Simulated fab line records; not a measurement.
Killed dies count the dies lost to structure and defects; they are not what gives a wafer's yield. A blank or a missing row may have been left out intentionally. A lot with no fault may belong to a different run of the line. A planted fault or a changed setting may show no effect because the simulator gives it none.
fab line records	flow n5Finfet
record lots=11	wafers=32	lastDay=18
route steps=1938 shown HKMG_FIN@414 BEOL_M4@1095 PASSIVATION@1936
lots that met no fault: from a run of the same line without faults
startH: start of the lot's first displayed wafer, in hours after the record's first day	waitH: how many hours have passed since the lot's step before this one	" as in the row above	L1.1+2: a row that stands for several wafers	- no value, or no start given	* or withheld: withheld	< > ~ a bound
route shown NAME@n: NAME is a module with steps in the file, n the number in the route of the first one	usual: mean and standard deviation over wafers with no fault	same: alike in all rows	chamber/n: place in a boat	sites: the reading at each site	_std_site: their standard deviation	_edge_site: outer sites' mean less inner sites'	radiusMm: for every site, how far away it sits from the centre of the wafer	mask NAME#n: copy n	behind: the most recent tool/chamber to have shaped the wafer	hold: what put the lot on hold/how long, in hours/how the hold closed	device: transistor that didn't switch, given as n, p or np	end of line: at the end of the route, the tests of the same wafers	step lacking rows: just its recipe	killed: dies lost to structure and defects at the first sort, not the wafer's yield	map: per-die view of a wafer (x killed, . not killed, _ where there is no die)
set.NAME: setting as actually run; set.NAME@STEP: the setting as run at that earlier step	model.NAME: the simulator's own value behind a step, which no gauge read
the route's steps for a sample of lots (tables are steps, rows are wafers)
services: the hour from which a tool's chamber was out of use, counted from the record's first day as startH (under 0 if before that day), plus the number of hours and why
## steps
# step N5_HKMG_FIN_RTA_80
# recipe tempC=withheld	timeS=2	ambient=N2	idleTempC=600	rampUpCPerS=150	rampDownCPerS=60	coolToC=600
lot.wafer	tool	chamber	startH	waitH
L570.2+5+6	rtpAnneal-01	0	80.10	0.1
L571.1+2+4	rtpAnneal-02	0	84.86	0.1
L572.1+4+5	rtpAnneal-01	0	92.17	0.2
L574.1+3+4	rtpAnneal-02	0	102.67	0.1
L576.1+3+4	rtpAnneal-02	0	116.31	0.1
L578.4+5	rtpAnneal-02	0	130.94	0.1
L579.1+5+6	rtpAnneal-02	0	136.29	0.4
L581.1+3+5	rtpAnneal-02	0	148.42	0.3
L582.1+5+6	rtpAnneal-01	0	155.05	0.3
L589.2+3+5	rtpAnneal-02	0	193.39	0.1
L586.3+4+5	rtpAnneal-02	0	214.83	0.1
# step N5_BEOL_M4_ANNEAL_91
# recipe tempC=400	timeS=240	ambient=vacuum
# usual heaterPowerW=807/87
lot.wafer	tool	chamber	startH	waitH	heaterPowerW
L570.2	pvdSputter-01	-	173.68	0.0	951
L570.5	"	-	"	"	742
L570.6	"	-	"	"	776
L572.1	pvdSputter-01	-	179.22	0.0	943
L572.4	"	-	"	"	752
L572.5	"	-	"	"	798
L571.1	pvdSputter-03	-	184.34	0.0	685
L571.2	"	-	"	"	771
L571.4	"	-	"	"	810
L574.1	pvdSputter-02	-	201.14	0.0	791
L574.3	"	-	"	"	732
L574.4	"	-	"	"	1004
L576.1	pvdSputter-01	-	213.39	0.0	773
L576.3	"	-	"	"	963
L576.4	"	-	"	"	782
L578.4	pvdSputter-01	-	231.84	0.0	769
L578.5	"	-	"	"	722
L579.1	pvdSputter-03	-	233.18	0.0	828
L579.5	"	-	"	"	818
L579.6	"	-	"	"	824
L581.1	pvdSputter-02	-	249.08	0.0	744
L581.3	"	-	"	"	753
L581.5	"	-	"	"	757
L582.1	pvdSputter-01	-	253.87	0.0	794
L582.5	"	-	"	"	941
L582.6	"	-	"	"	787
L589.2	pvdSputter-03	-	293.35	0.0	829
L589.3	"	-	"	"	774
L589.5	"	-	"	"	691
L586.3	pvdSputter-01	-	318.16	0.0	796
L586.4	"	-	"	"	956
L586.5	"	-	"	"	764
# step N5_BEOL_M4_ANNEAL_93
# recipe tempC=400	timeS=240	ambient=vacuum
# usual heaterPowerW=807/87
lot.wafer	tool	chamber	startH	waitH	heaterPowerW
L570.2	pvdSputter-01	-	173.90	0.0	944
L570.5	"	-	"	"	742
L570.6	"	-	"	"	787
L572.1	pvdSputter-01	-	179.44	0.0	925
L572.4	"	-	"	"	721
L572.5	"	-	"	"	788
L571.1	pvdSputter-03	-	184.56	0.0	688
L571.2	"	-	"	"	770
L571.4	"	-	"	"	817
L574.1	pvdSputter-02	-	201.36	0.0	758
L574.3	"	-	"	"	764
L574.4	"	-	"	"	1029
L576.1	pvdSputter-01	-	213.61	0.0	778
L576.3	"	-	"	"	980
L576.4	"	-	"	"	778
L578.4	pvdSputter-01	-	232.06	0.0	793
L578.5	"	-	"	"	732
L579.1	pvdSputter-03	-	233.40	0.0	834
L579.5	"	-	"	"	851
L579.6	"	-	"	"	826
L581.1	pvdSputter-02	-	249.30	0.0	749
L581.3	"	-	"	"	756
L581.5	"	-	"	"	753
L582.1	pvdSputter-01	-	254.09	0.0	790
L582.5	"	-	"	"	943
L582.6	"	-	"	"	791
L589.2	pvdSputter-03	-	293.57	0.0	828
L589.3	"	-	"	"	769
L589.5	"	-	"	"	657
L586.3	pvdSputter-01	-	318.38	0.0	782
L586.4	"	-	"	"	923
L586.5	"	-	"	"	786
# step N5_BEOL_M4_CO_CAP_55
# recipe material=Co	targetThkA=20	tempC=200	precursor=CCTBA/H2	pressureTorr=30	timeS=102.1
# usual heaterPowerW=255/13
lot.wafer	tool	chamber	startH	waitH	heaterPowerW
L570.2	cvdCo-02	2	175.13	0.0	255
L570.5	"	2	"	"	256
L570.6	"	1	"	"	250
L572.1	cvdCo-02	1	180.66	0.0	249
L572.4	"	1	"	"	250
L572.5	"	0	"	"	240
L571.1	cvdCo-02	0	185.80	0.0	241
L571.2	"	2	"	"	257
L571.4	"	2	"	"	255
L574.1	cvdCo-01	1	202.58	0.0	277
L574.3	"	0	"	"	264
L574.4	"	0	"	"	258
L576.1	cvdCo-02	2	214.83	0.0	264
L576.3	"	0	"	"	235
L576.4	"	1	"	"	245
L578.4	cvdCo-01	0	233.31	0.0	261
L578.5	"	1	"	"	278
L579.1	cvdCo-02	2	234.72	0.0	256
L579.5	"	2	"	"	259
L579.6	"	0	"	"	242
L581.1	cvdCo-01	0	250.54	0.0	267
L581.3	"	2	"	"	234
L581.5	"	2	"	"	246
L582.1	cvdCo-02	2	255.31	0.0	261
L582.5	"	1	"	"	245
L582.6	"	0	"	"	250
L589.2	cvdCo-01	0	294.80	0.0	263
L589.3	"	1	"	"	272
L589.5	"	0	"	"	270
L586.3	cvdCo-01	1	319.92	0.0	268
L586.4	"	1	"	"	272
L586.5	"	2	"	"	242
# step N5_BEOL_M4_RC_MEAS_101
# usual DIBL_N=36.1/1.6	DIBL_P=35.8/2.1	IOFF_N=0.16/0.031	IOFF_P=0.21/0.034	ION_N=673/12	ION_P=461/7.2	SS_N=71.4/0.59	SS_P=73.3/0.63	VT_N=250/3.1	VT_N_LVT=98/3.1	VT_P=-250/3.3	VT_P_LONG=-275.4/3
lot.wafer	tool	chamber	startH	waitH	DIBL_N[mV/V]	DIBL_P[mV/V]	IOFF_N[nA/um]	IOFF_P[nA/um]	ION_N[uA/um]	ION_P[uA/um]	SS_N[mV/dec]	SS_P[mV/dec]	VT_N[mV]	VT_N_LVT[mV]	VT_P[mV]	VT_P_LONG[mV]
L570.2	prober-01	0	175.52	0.2	35.3	35.4	0.15	0.19	674	457	71.6	73.0	249	100	-251	-275.2
L570.5	"	0	"	"	38.5	38.8	0.21	0.24	687	461	72.6	73.6	245	95	-249	-277.3
L570.6	"	0	"	"	36.4	37.1	0.16	0.23	674	465	71.7	73.4	250	98	-247	-273.2
L572.1	prober-02	0	180.90	0.0	34.4	35.0	0.13	0.17	658	451	70.6	73.4	253	99	-252	-276.9
L572.4	"	0	"	"	36.0	36.9	0.16	0.21	686	467	71.6	73.6	250	97	-251	-275.6
L572.5	"	0	"	"	36.2	36.9	0.16	0.20	670	457	71.4	73.9	250	97	-253	-278.0
L571.1	prober-02	0	186.04	0.0	34.3	33.2	0.11	0.15	661	454	71.0	72.4	254	102	-255	-277.9
L571.2	"	0	"	"	35.6	35.8	0.13	0.19	663	458	70.2	73.4	251	100	-254	-275.6
L571.4	"	0	"	"	35.1	33.9	0.12	0.16	661	460	71.0	72.8	254	101	-254	-278.3
L574.1	prober-01	0	202.86	0.0	39.2	40.4	0.20	0.27	688	470	71.9	74.5	246	96	-246	-273.1
L574.3	"	0	"	"	37.8	38.3	0.17	0.25	676	465	71.4	74.2	248	99	-245	-272.5
L574.4	"	0	"	"	38.8	38.2	0.19	0.24	675	461	72.3	73.5	252	99	-248	-277.1
L576.1	prober-01	0	215.10	0.0	37.1	35.6	0.18	0.23	691	465	72.0	73.1	247	95	-249	-269.1
L576.3	"	0	"	"	35.8	34.7	0.14	0.21	671	461	71.1	73.3	250	98	-247	-273.0
L576.4	"	0	"	"	37.0	35.9	0.17	0.24	683	471	72.0	73.2	247	95	-245	-271.0
L578.4	prober-02	0	233.98	0.5	36.4	35.5	0.14	0.18	667	453	70.6	73.6	251	101	-253	-277.8
L578.5	"	0	"	"	36.4	36.1	0.15	0.21	668	454	70.6	73.7	251	98	-251	-277.0
L579.1	prober-01	0	234.95	0.0	35.4	36.1	0.14	0.17	667	452	71.0	73.5	253	101	-256	-281.9
L579.5	"	0	"	"	35.0	35.7	0.14	0.17	676	460	71.0	72.2	251	98	-255	-279.5
L579.6	"	0	"	"	35.7	36.6	0.14	0.18	664	452	71.4	73.3	254	100	-255	-280.1
L581.1	prober-01	0	250.77	0.0	36.6	36.1	0.16	0.22	667	463	71.8	73.7	249	96	-248	-276.9
L581.3	"	0	"	"	36.2	34.7	0.15	0.19	665	457	71.3	72.7	253	98	-249	-274.4
L581.5	"	0	"	"	33.7	32.1	0.12	0.16	658	448	70.5	72.8	252	98	-251	-277.0
L582.1	prober-01	0	255.55	0.0	37.8	38.7	0.20	0.28	680	468	71.4	73.7	248	97	-247	-273.3
L582.5	"	0	"	"	34.7	34.4	0.13	0.20	676	463	71.5	73.3	253	103	-250	-273.4
L582.6	"	0	"	"	35.8	36.0	0.15	0.23	672	462	71.4	73.7	249	102	-250	-273.3
L589.2	prober-02	0	295.19	0.2	36.7	35.6	0.17	0.15	673	453	71.4	73.2	251	85	-258	-282.7
L589.3	"	0	"	"	38.3	38.1	0.20	0.18	676	452	71.7	73.6	245	81	-259	-285.1
L589.5	"	0	"	"	38.4	36.5	0.20	0.16	682	448	71.6	73.6	247	81	-258	-281.7
L586.3	prober-01	0	320.46	0.3	37.4	36.7	0.19	0.16	678	446	72.0	73.4	248	82	-257	-288.3
L586.4	"	0	"	"	36.5	33.7	0.18	0.12	693	453	71.3	72.6	246	81	-262	-285.2
L586.5	"	0	"	"	38.6	36.7	0.21	0.16	676	444	71.7	73.4	244	83	-260	-288.1
# step N5_PASSIVATION_PROBE_49
# usual defectLimitedYield=91.0/1.5	killed_at_M0_to_M3=35/11	killed_at_M4_up=13/6	killedAtContacts=14/6.5	killedAtFrontEnd=40/12	killedAtOther=4/3.4	killedDies=106/18	killedOpen=68/14	killedShort=35/7.7	sort_bin_5_function=5.2/0.98	sort_bin_6_memory=3.4/0.72	sort_bin_8_speed=0.02/0.24	sortNPass=1074/18	sortYieldPct=91.0/1.5
# same grossDies=1180	killedAtBackSide=0	sort_bin_4_leakage[%]=0
lot.wafer	tool	chamber	startH	waitH	defectLimitedYield[%]	killed_at_M0_to_M3	killed_at_M4_up	killedAtContacts	killedAtFrontEnd	killedAtOther	killedDies	killedOpen	killedShort	sort_bin_5_function[%]	sort_bin_6_memory[%]	sort_bin_8_speed[%]	sortNPass	sortYieldPct[%]
L570.2	prober-01	-	286.47	0.1	91.6	40	11	14	33	1	99	70	29	4.8	3.5	0	1081	91.6
L570.5	prober-01	-	286.62	0.2	91.7	35	7	9	40	7	98	65	33	4.7	3.4	0	1082	91.7
L570.6	prober-01	-	286.67	0.3	92.4	34	7	4	42	3	90	59	27	4.7	2.8	0	1090	92.4
L572.1	prober-02	-	286.79	0.0	89.7	49	9	19	37	7	121	75	46	5.8	3.8	0	1059	89.7
L572.4	prober-02	-	286.94	0.2	91.8	49	11	13	22	2	97	57	40	5.0	2.7	0	1083	91.8
L572.5	prober-02	-	286.99	0.2	87.5	85	13	13	36	0	147	81	66	6.7	5.2	0	1033	87.5
L571.1	prober-02	-	292.65	0.0	92.4	22	7	11	42	8	90	61	29	4.2	3.1	0	1090	92.4
L571.2	prober-02	-	292.70	0.1	89.2	50	7	16	53	1	127	81	43	6.8	3.7	0	1053	89.2
L571.4	prober-02	-	292.80	0.2	91.5	34	12	13	38	3	100	62	32	4.7	3.5	0	1080	91.5
L574.1	prober-01	-	301.67	0.0	89.7	43	15	19	42	3	122	76	46	6.0	3.8	0	1058	89.7
L574.3	prober-01	-	301.77	0.1	93.0	31	9	13	27	3	83	52	30	3.8	3.0	0	1097	93.0
L574.4	prober-01	-	301.82	0.2	90.8	34	19	13	35	7	108	64	44	4.6	4.2	0	1072	90.8
L579.1	prober-02	-	337.74	0.0	93.6	19	6	12	35	4	76	48	28	3.7	2.5	0	1104	93.6
L579.5	prober-02	-	337.94	0.2	94.7	18	11	8	21	4	62	30	29	3.1	1.8	0	1118	94.7
L579.6	prober-02	-	337.99	0.3	91.1	33	12	8	34	18	105	57	43	4.9	3.5	0	1075	91.1
L578.4	prober-01	-	345.20	0.2	91.2	36	14	16	37	1	104	69	34	5.4	3.1	0	1076	91.2
L578.5	prober-01	-	345.25	0.2	91.0	29	19	31	26	1	106	69	36	5.4	3.2	0	1074	91.0
L581.1	prober-01	-	357.07	0.0	91.6	31	10	23	31	4	99	66	32	5.1	3.3	0	1081	91.6
L581.3	prober-01	-	357.17	0.1	92.5	22	16	9	40	1	88	60	24	4.7	2.5	0	1092	92.5
L581.5	prober-01	-	357.27	0.2	92.5	20	15	20	28	6	89	58	29	3.7	3.6	0	1091	92.5
L576.1	prober-02	-	361.89	0.0	90.4	34	11	15	44	9	113	81	30	6.0	3.2	0	1067	90.4
L576.3	prober-02	-	361.99	0.1	90.7	9	11	10	79	1	110	69	38	5.3	3.6	0	1070	90.7
L576.4	prober-02	-	362.04	0.2	90.8	21	13	12	56	7	109	77	30	5.7	3.4	0	1071	90.8
L582.1	prober-02	-	366.57	0.0	90.8	30	23	14	40	1	108	77	29	5.2	3.6	0	1072	90.8
L582.5	prober-02	-	366.77	0.2	90.6	35	20	12	44	0	111	72	39	4.7	4.2	0	1069	90.6
L582.6	prober-02	-	366.82	0.3	89.4	23	28	17	54	3	125	74	49	6.6	3.7	0	1055	89.4
L589.2	prober-02	-	396.23	0.1	89.8	32	18	18	50	2	120	81	36	5.6	4.2	0	1060	89.8
L589.3	prober-02	-	396.28	0.1	88.9	32	11	16	65	7	131	87	37	6.5	4.0	0	1049	88.9
L589.5	prober-02	-	396.38	0.2	92.3	24	5	18	38	6	91	54	33	4.7	2.7	0	1089	92.3
L586.3	prober-02	-	425.48	0.1	89.2	38	35	15	39	0	127	91	33	6.8	3.6	0	1053	89.2
L586.4	prober-02	-	425.53	0.2	91.0	37	19	10	36	4	106	76	29	5.1	3.8	0.08	1073	90.9
L586.5	prober-02	-	425.58	0.2	87.9	58	23	12	49	1	143	102	34	7.5	4.0	0.17	1035	87.7
# killed by level:class
L570.2 BEOL_M3:geometricParticle:open=11 MOL_CONTACT_COAG:geometricParticle:open=10 BEOL_M2:geometricParticle:open=8 FIN_SAQP:geometricParticle:open=7 BEOL_M0_SAQP:geometricParticle:short=7 BEOL_M4:geometricParticle:open=5 STARTING-WAFER:geometricParticle:open=5 FIN_SAQP:geometricParticle:short=4
L570.5 BEOL_M0_SAQP:geometricParticle:open=14 FIN_SAQP:geometricParticle:open=10 MOL_CONTACT_COAG:geometricParticle:open=9 GATE_CUT:geometricParticle:short=7 BEOL_M0_SAQP:geometricParticle:short=7 BEOL_M3:geometricParticle:open=7 STI_FIN_REVEAL:geometricParticle:open=6 ILD0:geometricParticle:short=4
L570.6 FIN_SAQP:geometricParticle:open=14 STI_FIN_REVEAL:geometricParticle:open=9 BEOL_M0_SAQP:geometricParticle:open=9 BEOL_M3:geometricParticle:open=8 FIN_SAQP:geometricParticle:short=6 BEOL_M0_SAQP:geometricParticle:short=6 MOL_CONTACT_COAG:geometricParticle:open=4 BEOL_M1:geometricParticle:open=4
L572.1 BEOL_M0_SAQP:geometricParticle:short=21 MOL_CONTACT_COAG:geometricParticle:open=15 BEOL_M0_SAQP:geometricParticle:open=13 STI_FIN_REVEAL:geometricParticle:open=7 BEOL_M0:geometricParticle:open=7 GATE_CUT:geometricParticle:open=6 FIN_SAQP:geometricParticle:short=5 STARTING-WAFER:geometricParticle:short=5
L572.4 BEOL_M0_SAQP:geometricParticle:open=15 BEOL_M0_SAQP:geometricParticle:short=13 MOL_CONTACT_COAG:geometricParticle:open=10 BEOL_M2:geometricParticle:open=7 FIN_SAQP:geometricParticle:short=5 GATE_CUT:geometricParticle:short=5 MOL_CONTACT_COAG:geometricParticle:short=3 BEOL_M0:geometricParticle:open=3
L572.5 BEOL_M0_SAQP:geometricParticle:open=33 BEOL_M0_SAQP:geometricParticle:short=31 MOL_CONTACT_COAG:geometricParticle:open=10 GATE_CUT:geometricParticle:short=8 DUMMY_GATE:geometricParticle:open=6 FIN_SAQP:geometricParticle:short=5 BEOL_M0:geometricParticle:short=5 BEOL_M2:geometricParticle:open=5
L571.1 FIN_SAQP:geometricParticle:open=15 MOL_CONTACT_COAG:geometricParticle:open=9 BEOL_M0_SAQP:geometricParticle:short=8 DUMMY_GATE:geometricParticle:open=7 BEOL_M2:geometricParticle:open=7 FIN_SAQP:geometricParticle:short=5 BEOL_M0_SAQP:geometricParticle:open=5 STI_FIN_REVEAL:geometricParticle:open=4
L571.2 BEOL_M0_SAQP:geometricParticle:open=15 MOL_CONTACT_COAG:geometricParticle:open=14 STI_FIN_REVEAL:geometricParticle:open=13 GATE_CUT:geometricParticle:short=13 BEOL_M2:geometricParticle:open=13 STI_FIN_REVEAL:geometricParticle:short=7 BEOL_M0_SAQP:geometricParticle:short=6 BEOL_M2:geometricParticle:short=6
L571.4 FIN_SAQP:geometricParticle:open=15 BEOL_M2:geometricParticle:open=11 MOL_CONTACT_COAG:geometricParticle:open=9 BEOL_M0_SAQP:geometricParticle:short=8 BEOL_M0_SAQP:geometricParticle:open=7 DUMMY_GATE:geometricParticle:open=5 BEOL_M2:geometricParticle:short=5 MOL_CONTACT_COAG:geometricParticle:short=4
L574.1 MOL_CONTACT_COAG:geometricParticle:open=12 BEOL_M2:geometricParticle:open=11 FIN_SAQP:geometricParticle:short=10 FIN_SAQP:geometricParticle:open=10 BEOL_M0_SAQP:geometricParticle:open=9 BEOL_M4:geometricParticle:open=9 BEOL_M1:geometricParticle:open=8 MOL_CONTACT_COAG:geometricParticle:short=7
L574.3 MOL_CONTACT_COAG:geometricParticle:open=10 FIN_SAQP:geometricParticle:short=9 BEOL_M2:geometricParticle:open=9 FIN_SAQP:geometricParticle:open=7 BEOL_M0_SAQP:geometricParticle:open=6 BEOL_M0_SAQP:geometricParticle:short=5 BEOL_M3:geometricParticle:open=5 MOL_CONTACT_COAG:geometricParticle:short=3
L574.4 FIN_SAQP:geometricParticle:open=12 FIN_SAQP:geometricParticle:short=12 MOL_CONTACT_COAG:geometricParticle:open=11 BEOL_M0_SAQP:geometricParticle:short=8 BEOL_M2:geometricParticle:open=8 BEOL_M1:geometricParticle:open=7 BEOL_M0_SAQP:geometricParticle:open=6 BEOL_M4:geometricParticle:open=6
L579.1 STI_FIN_REVEAL:geometricParticle:open=9 DUMMY_GATE:geometricParticle:open=8 MOL_CONTACT_COAG:geometricParticle:open=8 BEOL_M0_SAQP:geometricParticle:short=6 FIN_SAQP:geometricParticle:open=4 FIN_SAQP:geometricParticle:short=4 BEOL_M2:geometricParticle:open=4 MOL_CONTACT_COAG:geometricParticle:short=4
L579.5 MOL_CONTACT_COAG:geometricParticle:open=6 BEOL_M4:geometricParticle:short=5 FIN_SAQP:geometricParticle:short=4 DUMMY_GATE:geometricParticle:open=4 BEOL_M2:geometricParticle:open=4 STARTING-WAFER:geometricParticle:short=4 BEOL_M0_SAQP:geometricParticle:open=3 BEOL_M0_SAQP:geometricParticle:short=3
L579.6 FIN_SAQP:geometricParticle:short=9 MIM_TOP_ETCH:geometricParticle:short=9 BEOL_M1:geometricParticle:open=9 MOL_CONTACT_COAG:geometricParticle:open=7 FIN_SAQP:geometricParticle:open=6 BEOL_M0_SAQP:geometricParticle:short=6 MIM_TOP_ETCH:geometricParticle:open=6 BEOL_M0_SAQP:geometricParticle:open=5
L578.4 MOL_CONTACT_COAG:geometricParticle:open=13 BEOL_M3:geometricParticle:open=8 BEOL_M1:geometricParticle:short=8 SPACER0:geometricParticle:open=6 BEOL_M0_SAQP:geometricParticle:open=6 STARTING-WAFER:geometricParticle:open=6 STI_FIN_REVEAL:geometricParticle:open=5 BEOL_M0_SAQP:geometricParticle:short=5
L578.5 MOL_CONTACT_COAG:geometricParticle:open=24 BEOL_M0_SAQP:geometricParticle:short=10 BEOL_M0_SAQP:geometricParticle:open=8 GATE_CUT:geometricParticle:short=7 MOL_CONTACT_COAG:geometricParticle:short=7 GATE_CUT:geometricParticle:open=5 BEOL_M5:geometricParticle:open=5 FIN_SAQP:geometricParticle:open=4
L581.1 MOL_CONTACT_COAG:geometricParticle:open=21 BEOL_M1:geometricParticle:open=8 FIN_SAQP:geometricParticle:open=7 GATE_CUT:geometricParticle:short=6 BEOL_M4:geometricParticle:open=5 FIN_SAQP:geometricParticle:short=4 DUMMY_GATE:geometricParticle:open=4 GATE_CUT:geometricParticle:open=4
L581.3 BEOL_M4:geometricParticle:open=12 FIN_SAQP:geometricParticle:short=11 MOL_CONTACT_COAG:geometricParticle:open=8 BEOL_M0_SAQP:geometricParticle:open=8 GATE_CUT:geometricParticle:open=7 FIN_SAQP:geometricParticle:open=6 BEOL_M2:geometricParticle:open=5 DUMMY_GATE:geometricParticle:open=3
L581.5 MOL_CONTACT_COAG:geometricParticle:open=16 BEOL_M0:geometricParticle:open=7 FIN_SAQP:geometricParticle:short=6 DUMMY_GATE:geometricParticle:open=4 GATE_CUT:geometricParticle:open=4 BEOL_M3:geometricParticle:open=4 BEOL_M4:geometricParticle:open=4 FIN_SAQP:geometricParticle:open=3
L576.1 MOL_CONTACT_COAG:geometricParticle:open=13 STI_FIN_REVEAL:geometricParticle:open=10 GATE_CUT:geometricParticle:short=10 BEOL_M2:geometricParticle:open=9 BEOL_M3:geometricParticle:open=8 GATE_CUT:geometricParticle:open=7 FIN_SAQP:geometricParticle:open=6 BEOL_M0_SAQP:geometricParticle:short=6
L576.3 STI_FIN_REVEAL:geometricParticle:open=23 FIN_SAQP:geometricParticle:open=14 FIN_SAQP:geometricParticle:short=10 GATE_CUT:geometricParticle:short=8 DUMMY_GATE:geometricParticle:open=7 MOL_CONTACT_COAG:geometricParticle:open=7 BEOL_M4:geometricParticle:open=6 STI_FIN_REVEAL:geometricParticle:short=4
L576.4 STI_FIN_REVEAL:geometricParticle:open=21 GATE_CUT:geometricParticle:short=10 MOL_CONTACT_COAG:geometricParticle:open=9 BEOL_M3:geometricParticle:open=8 FIN_SAQP:geometricParticle:open=6 BEOL_M0_SAQP:geometricParticle:open=5 BEOL_M4:geometricParticle:open=4 DUMMY_GATE:geometricParticle:open=4
L582.1 MOL_CONTACT_COAG:geometricParticle:open=12 BEOL_M1:geometricParticle:open=12 DUMMY_GATE:geometricParticle:open=9 BEOL_M4:geometricParticle:open=7 STI_FIN_REVEAL:geometricParticle:open=6 FIN_SAQP:geometricParticle:open=4 STI_FIN_REVEAL:geometricParticle:short=4 DUMMY_GATE:geometricParticle:short=4
L582.5 FIN_SAQP:geometricParticle:open=11 MOL_CONTACT_COAG:geometricParticle:open=9 BEOL_M1:geometricParticle:open=9 STI_FIN_REVEAL:geometricParticle:open=8 FIN_SAQP:geometricParticle:short=6 BEOL_M0_SAQP:geometricParticle:short=6 BEOL_M8:geometricParticle:open=6 BEOL_M3:geometricParticle:open=5
L582.6 FIN_SAQP:geometricParticle:short=17 MOL_CONTACT_COAG:geometricParticle:open=13 BEOL_M4:geometricParticle:open=11 STI_FIN_REVEAL:geometricParticle:open=8 GATE_CUT:geometricParticle:open=7 BEOL_M0_SAQP:geometricParticle:open=7 BEOL_M4:geometricParticle:short=6 BEOL_M3:geometricParticle:open=5
L589.2 FIN_SAQP:geometricParticle:open=14 MOL_CONTACT_COAG:geometricParticle:open=13 FIN_SAQP:geometricParticle:short=9 STI_FIN_REVEAL:geometricParticle:open=9 BEOL_M0_SAQP:geometricParticle:open=8 BEOL_M1:geometricParticle:open=7 DUMMY_GATE:geometricParticle:open=6 MOL_CONTACT_COAG:geometricParticle:short=5
L589.3 FIN_SAQP:geometricParticle:open=17 BEOL_M1:geometricParticle:open=12 DUMMY_GATE:geometricParticle:open=11 FIN_SAQP:geometricParticle:short=10 MOL_CONTACT_COAG:geometricParticle:open=10 BEOL_M3:geometricParticle:open=9 MOL_CONTACT_COAG:geometricParticle:short=6 BEOL_M4:geometricParticle:open=6
L589.5 MOL_CONTACT_COAG:geometricParticle:open=15 FIN_SAQP:geometricParticle:short=9 DUMMY_GATE:geometricParticle:open=6 FIN_SAQP:geometricParticle:open=5 BEOL_M0_SAQP:geometricParticle:open=5 BEOL_M2:geometricParticle:open=5 BEOL_M1:geometricParticle:open=4 MOL_CONTACT_COAG:geometricParticle:short=3
L586.3 BEOL_M4:geometricParticle:open=26 MOL_CONTACT_COAG:geometricParticle:open=13 FIN_SAQP:geometricParticle:short=9 BEOL_M0_SAQP:geometricParticle:open=8 BEOL_M3:geometricParticle:open=8 FIN_SAQP:geometricParticle:open=7 BEOL_M2:geometricParticle:open=7 BEOL_M3:geometricParticle:short=5
L586.4 BEOL_M4:geometricParticle:open=13 BEOL_M3:geometricParticle:open=12 FIN_SAQP:geometricParticle:open=8 MOL_CONTACT_COAG:geometricParticle:open=7 STI_FIN_REVEAL:geometricParticle:open=6 BEOL_M1:geometricParticle:open=6 BEOL_M2:geometricParticle:open=6 GATE_CUT:geometricParticle:short=5
L586.5 BEOL_M3:geometricParticle:open=20 BEOL_M4:geometricParticle:open=15 BEOL_M1:geometricParticle:open=12 MOL_CONTACT_COAG:geometricParticle:open=10 STI_FIN_REVEAL:geometricParticle:open=9 FIN_SAQP:geometricParticle:short=7 BEOL_M2:geometricParticle:open=7 DUMMY_GATE:geometricParticle:open=6
## services
tool	chamber	startH	hours	kind
cvdCo-01	2	62.55	4.7	repair
cvdCo-02	-	68.48	2.8	pm
cvdCo-01	-	85.78	6.9	pm
pvdSputter-03	-	108.54	2.4	repair
cvdCo-02	1	114.67	-	clean
cvdCo-02	1	114.67	22.0	scheduledDown
cvdCo-02	1	114.67	22.0	ventCycle
pvdSputter-02	-	205.02	2.0	repair
cvdCo-01	-	210.55	14.6	pm
cvdCo-02	-	225.15	6.0	pm
pvdSputter-01	-	246.25	3.0	repair
## key
firstSign step=N5_BEOL_M4_RC_MEAS_101	reading=VT_N_LVT	direction=down	sigmas=5.1	usual=98	struck=82
effect step=N5_BEOL_M4_RC_MEAS_101	reading=VT_P_LONG	direction=down	sigmas=3.3	usual=-275.4	struck=-285.2
effect step=N5_BEOL_M4_RC_MEAS_101	reading=VT_P	direction=down	sigmas=2.7	usual=-250	struck=-259
effect step=N5_BEOL_M4_RC_MEAS_101	reading=ION_P	direction=down	sigmas=1.7	usual=461	struck=449
effect step=N5_BEOL_M4_RC_MEAS_101	reading=IOFF_P	direction=down	sigmas=1.6	usual=0.21	struck=0.15	wafersMoved=5
metAt N5_HKMG_FIN_RTA_80
struckLots L586,L589
notActingAt N5_BEOL_M4_ANNEAL_91,N5_BEOL_M4_ANNEAL_93,N5_BEOL_M4_CO_CAP_55
onsetBetween 148.42 193.39
alsoFits time
fault kind=processParameterDrift	tool=rtpAnneal-02	chamber=-	onsetH=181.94	steps=N5_HKMG_FIN_RTA_80	channel=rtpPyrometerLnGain	offset=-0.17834	shape=step	endH=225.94
